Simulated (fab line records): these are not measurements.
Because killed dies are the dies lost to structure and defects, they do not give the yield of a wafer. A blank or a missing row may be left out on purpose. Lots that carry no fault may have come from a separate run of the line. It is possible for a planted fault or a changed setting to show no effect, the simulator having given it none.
Which tool was responsible? -- flow n5 finfet -- 41 wafers from 14 lots sampled at 3 of the route's 1938 steps

== WHAT THE GAUGES SHOWED, per wafer ==
N5_DUMMY_GATE_CD_MEAS_15: the cd target is 25.8 nm. Usual: cd nm 24.93 nm, standard deviation 0.25.
lot,measured,on,cd nm (nm),flag
L871,day 2 22:53,cd sem-01,24.35 24.73 24.92,
L872,day 3 05:35,cd sem-03,25.11 24.47 24.88,
L873,day 3 11:08,cd sem-03,24.90 25.10 25.33,
L874,day 3 16:49,cd sem-03,25.32 24.39 25.11,
L875,day 3 23:05,cd sem-01,- - -,OFF
L876,day 4 05:50,cd sem-02,- - -,OFF
L885,day 6 11:41,cd sem-02,25.14 25.01 24.82,
L886,day 6 19:52,cd sem-03,24.74 24.92 25.37,
L887,day 7 02:16,cd sem-01,25.26 24.89,
L888,day 7 05:08,cd sem-03,25.49 25.02 24.97,
L890,day 7 17:01,cd sem-02,24.81 25.35 24.45,
L891,day 7 23:49,cd sem-02,24.75 25.18 25.45,
L892,day 8 03:11,cd sem-02,25.12 25.25 24.74,
L893,day 8 10:38,cd sem-01,24.94 24.75 24.92,

== TOOL THAT RAN EACH LOT (tool first, then ch and the chambers of the sampled wafers, then the start) ==
lot,N5_STI_FIN_REVEAL_DENSIFY_30,N5_DUMMY_GATE_PEB_13
L871,"rtp anneal-01 ch 0, day 2 10:59","litho track-03 ch 0, day 2 22:49"
L872,"rtp anneal-02 ch 0, day 2 17:11","litho track-03 ch 0, day 3 05:31"
L873,"rtp anneal-02 ch 0, day 2 23:07","litho track-02 ch 0, day 3 11:04"
L874,"rtp anneal-02 ch 0, day 3 04:56","litho track-02 ch 0, day 3 16:45"
L875,"rtp anneal-02 ch 0, day 3 10:07","litho track-02, day 3 23:01"
L876,"rtp anneal-01 ch 0, day 3 18:09","litho track-02, day 4 05:46"
L885,"rtp anneal-02 ch 0, day 5 23:05","litho track-02 ch 0, day 6 11:37"
L886,"rtp anneal-02 ch 0, day 6 05:37","litho track-05 ch 0, day 6 19:48"
L887,"rtp anneal-02 ch 0, day 6 11:03","litho track-05 ch 0, day 7 02:12"
L888,"rtp anneal-02 ch 0, day 6 17:16","litho track-03 ch 0, day 7 05:04"
L890,"rtp anneal-02 ch 0, day 7 05:08","litho track-02 ch 0, day 7 16:57"
L891,"rtp anneal-02 ch 0, day 7 12:08","litho track-02 ch 0, day 7 23:44"
L892,"rtp anneal-02 ch 0, day 7 15:22","litho track-05 ch 0, day 8 03:07"
L893,"rtp anneal-02 ch 0, day 7 22:48","litho track-05 ch 0, day 8 10:34"
- N5_STI_FIN_REVEAL_DENSIFY_30
- N5_DUMMY_GATE_PEB_13: peb time 60 s.

== AS READ BY THE TOOLS THEMSELVES (means over the sampled wafers that have a number; for cases with no such wafer, the mark the record gives instead) ==
N5_STI_FIN_REVEAL_DENSIFY_30. Usual: lamp power pct 11.53 %, standard deviation 0.045.
lot,tool,lamp power pct (%),flag
L871,rtp anneal-01,11.52,
L872,rtp anneal-02,11.53,
L873,rtp anneal-02,11.56,
L874,rtp anneal-02,11.56,
L875,rtp anneal-02,11.55,
L876,rtp anneal-01,11.48,
L885,rtp anneal-02,11.59,
L886,rtp anneal-02,11.45,
L887,rtp anneal-02,11.53,
L888,rtp anneal-02,11.53,
L890,rtp anneal-02,11.55,
L891,rtp anneal-02,11.50,
L892,rtp anneal-02,11.50,
L893,rtp anneal-02,11.52,

N5_DUMMY_GATE_PEB_13. Usual: chill plate temp C 23.03 C, standard deviation 0.094; exhaust pa 45.1 Pa, standard deviation 0.93; plate temp C 99.98 C, standard deviation 0.14.
lot,tool,chill plate temp C (C),exhaust pa (Pa),plate temp C (C),flag
L871,litho track-03,23.09,44.3,99.90,
L872,litho track-03,23.09,44.0,99.86,
L873,litho track-02,23.10,45.5,100.12,
L874,litho track-02,23.00,44.3,99.97,
L875,litho track-02,-,-,-,OFF
L876,litho track-02,-,-,-,OFF
L885,litho track-02,23.05,45.4,99.88,
L886,litho track-05,23.10,45.9,100.16,
L887,litho track-05,22.85,45.5,100.06,
L888,litho track-03,22.95,45.5,99.83,
L890,litho track-02,23.11,45.0,100.06,
L891,litho track-02,22.96,45.9,99.98,
L892,litho track-05,23.00,43.9,99.97,
L893,litho track-05,23.05,45.9,100.00,

== THE ANSWER, worked out from the rows above alone ==
Rule: lot off if the mean of its wafers having a number is beyond 3 standard deviations from the usual mean. A lot without any number at a reading at which 4 lots or more have one is off too. Where the step has rows for the other lots, those lots are counted as sound. Order of review: gauges by route order, followed by the tools' own readings, for which a lot's mean as printed above is used. At the first step where some lot is off, the reading lying furthest off is the one used; lots without a number count as furthest.
Off: L875, L876, at N5_DUMMY_GATE_CD_MEAS_15 (cd nm). Without a number there: L875, L876.
If a tool, at a process step before that reading, ran all the lots that are off and no sound lot after the first of them, it fits. Not tried: the gauges at N5_DUMMY_GATE_CD_MEAS_15; whatever is off there is also off at N5_DUMMY_GATE_PEB_13, on other tools, and gauge error can't account for it. No candidate that was tried fits.

== WHAT HAD BEEN PUT IN BY THE SIMULATOR ==
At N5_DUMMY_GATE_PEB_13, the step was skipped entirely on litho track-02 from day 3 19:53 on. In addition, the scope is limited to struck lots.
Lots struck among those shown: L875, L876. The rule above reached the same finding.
